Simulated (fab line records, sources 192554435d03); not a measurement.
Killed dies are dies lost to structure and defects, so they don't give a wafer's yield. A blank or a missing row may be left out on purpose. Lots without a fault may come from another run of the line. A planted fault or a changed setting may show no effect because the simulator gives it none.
Split-lot experiment | flow n5_finfet | 7 lots, 21 wafers read, on a route of 1938 steps

THE SPLIT
At N5_MOL_CONTACT_COAG_CONTACT_ETCH_14 (etches SiO2 in C4F6/O2, target depth 27.5 nm, overetch 8.5 nm, time 20 s), the setting source_w was moved away from the recipe's 370 W on 11 of the 21 wafers read, by -15.1% to +15.1%. The other wafers ran this setting at the recipe's value.

The reading is taken at the split's own step.

THE READING
rf_vpp_V, in V, at N5_MOL_CONTACT_COAG_CONTACT_ETCH_14 (etches SiO2 in C4F6/O2, target depth 27.5 nm, overetch 8.5 nm, time 20 s). Fault-free wafers of this fab line usually give 694 V, standard deviation 3.3 V.

wafer  | tool, chamber at the split | source_w as run, W | against the recipe | rf_vpp_V, V | against lot-mates on the recipe
L076.1 | rie_diel-05, 3             | 425.8              | +15.1%             | 665         | -28
L076.2 | rie_diel-05, 0             | 425.8              | +15.1%             | 667         | -26
L076.3 | rie_diel-05, 2             | 370                | recipe             | 693         | -
L078.4 | rie_diel-06, 3             | 417                | +12.7%             | 678         | -18
L078.5 | rie_diel-06, 0             | 417                | +12.7%             | 672         | -24
L078.6 | rie_diel-06, 3             | 370                | recipe             | 696         | -
L082.3 | rie_diel-02, 0             | 370                | recipe             | 691         | -
L082.5 | rie_diel-02, 3             | 336.2              | -9.1%              | 714         | +24
L082.6 | rie_diel-02, 0             | 370                | recipe             | 690         | -
L085.2 | rie_diel-06, 0             | 403.2              | +9.0%              | 680         | -8
L085.3 | rie_diel-06, 2             | 370                | recipe             | 688         | -
L085.4 | rie_diel-06, 1             | 403.2              | +9.0%              | 664         | -24
L086.2 | rie_diel-02, 1             | 314.3              | -15.1%             | 733         | +37
L086.5 | rie_diel-02, 1             | 370                | recipe             | 696         | -
L086.6 | rie_diel-02, 2             | 314.3              | -15.1%             | 738         | +42
L089.1 | rie_diel-02, 0             | 370                | recipe             | 689         | -
L089.2 | rie_diel-02, 3             | 370                | recipe             | 692         | -
L089.4 | rie_diel-02, 2             | 370                | recipe             | 697         | -
L091.1 | rie_diel-02, 2             | 347.9              | -6.0%              | 717         | +20
L091.3 | rie_diel-02, 1             | 370                | recipe             | 697         | -
L091.4 | rie_diel-02, 0             | 347.9              | -6.0%              | 700         | +3

THE FIT
A straight line over all 21 wafers: rf_vpp_V changes by -2.17 V for each +1% of source_w; r = -0.95; the points scatter about the line by 6.2 V.
The same after taking each lot's own level away (the mean of its wafers on the recipe; 21 wafers): -2.08 V for each +1%; r = -0.96; scatter 5.2 V.
On that fit, the largest move of source_w shifts the reading by 31 V.
The lots' own levels span 688.0 to 697.0 V, that is 2.7 times the standard deviation above.
So the lot-to-lot level changes the slope little: the two slopes agree.
Check: with one of the wafers moved furthest among these (+15.1%) left out of the fit, the line predicts -29.6 V for it against its lot-mates. It came out at -28 V against them.
Tool readings at the split's step, against how far the setting was moved: rf_vpp_V r = -0.95.

OTHER SPLITS ON THESE WAFERS
These wafers also went through other splits before the reading. Each is held against what the fit with the lots' levels taken away leaves over:
other split on the same wafers      | wafers away from the commonest value | r with rf_vpp_V (lot level and that fit taken away)
N5_MOL_CONTACT_COAG_ETCH_105 bias_w | 9                                    | -0.26

THE FILE'S OWN FIT
rf_vpp_V changes by -2.09 V for each +1% of source_w, r = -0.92.
